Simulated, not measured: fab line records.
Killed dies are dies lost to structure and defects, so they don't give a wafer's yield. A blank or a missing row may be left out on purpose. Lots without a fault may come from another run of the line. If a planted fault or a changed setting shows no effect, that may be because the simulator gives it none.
Which of the tools did it? | flow nand harc | 6 lots, 17 wafers sampled, at 5 steps of a route of 1302

WHAT EACH GAUGE READ, for each wafer
NHARC_END_SORT_01.
lot  | measured     | on        | killed at array
L853 | day 29 13:53 | prober-01 | 65 51

WHAT TOOL EACH LOT RAN ON (gives the tool, then ch and the chambers of the sampled wafers, and finally the start)
lot  | NHARC_A_CHANNEL_HOLE_D2_ETCH_38    | NHARC_A_CHANNEL_FILL_D2_ALD_14   | NHARC_A_CHANNEL_FILL_D2_ALD_15                 | NHARC_A_CHANNEL_FILL_D2_ETCHBACK_08
L847 | rie diel-02 ch 0,1,3, day 15 13:08 | ald hk-01 ch 0,2,3, day 16 03:38 | ald sin batch-02 ch 0, day 17 15:29 or earlier | rie diel-11 ch 2,3, day 17 15:29
L849 | rie diel-01 ch 1,2,3, day 16 08:36 | ald hk-01 ch 1,3, day 16 23:02   | ald sin batch-02 ch 0, day 18 09:23 or earlier | rie diel-11 ch 0,1, day 18 09:23
L853 | rie diel-02 ch 0,1, day 18 02:42   | ald hk-02 ch 2,3, day 18 15:48   | ald sin batch-01 ch 0, day 20 02:46 or earlier | rie diel-11 ch 2, day 20 02:46
L857 | rie diel-02 ch 2,3, day 18 21:37   | ald hk-02 ch 0,1,2, day 19 11:59 | ald sin batch-01 ch 0, day 21 00:31 or earlier | rie diel-12 ch 0,1,3, day 21 00:31
L861 | rie diel-01 ch 0,1,2, day 21 11:10 | ald hk-02 ch 0,1,3, day 22 01:27 | ald sin batch-03 ch 0, day 23 11:32 or earlier | rie diel-05 ch 0,1,2, day 23 11:32
L863 | rie diel-01 ch 0,3, day 21 21:48   | ald hk-01 ch 0,2,3, day 22 11:34 | ald sin batch-02 ch 0, day 24 02:41 or earlier | rie diel-11 ch 0,1,3, day 24 02:41
- NHARC_A_CHANNEL_HOLE_D2_ETCH_38: etches the open film in CF4, target depth 39 nm, time 65 s.
- NHARC_A_CHANNEL_FILL_D2_ALD_14: deposits SiO2, target thk 2.5 nm, pulse time 10 s, ald cycles 25.
- NHARC_A_CHANNEL_FILL_D2_ALD_15: deposits SiNx, target thk 2 nm, pulse time 60 s, ald cycles 19.
- NHARC_A_CHANNEL_FILL_D2_ETCHBACK_08: etches the open film in C4F8, target depth 220 nm, time 110 s.

THE ANSWER, worked out from the rows above alone
Rule: what is usual is taken from the lots themselves. Put in order of their means at a reading, lots are off if they are a third of the lots or fewer, leave a main group of 4 or more, and stand apart from it by a gap of 3 or more times the standard deviation of the main group's means; of several such gaps the widest counts. Not used: any main group whose means are identical at the precision the tables above print for the reading. A lot without any number at a reading at which 4 lots or more have one is off too. Any other lot the step has rows for is counted as sound.
Across all readings shown, no lot is off: no conclusion can be drawn from this.

WHAT THE SIMULATOR HAD INSERTED
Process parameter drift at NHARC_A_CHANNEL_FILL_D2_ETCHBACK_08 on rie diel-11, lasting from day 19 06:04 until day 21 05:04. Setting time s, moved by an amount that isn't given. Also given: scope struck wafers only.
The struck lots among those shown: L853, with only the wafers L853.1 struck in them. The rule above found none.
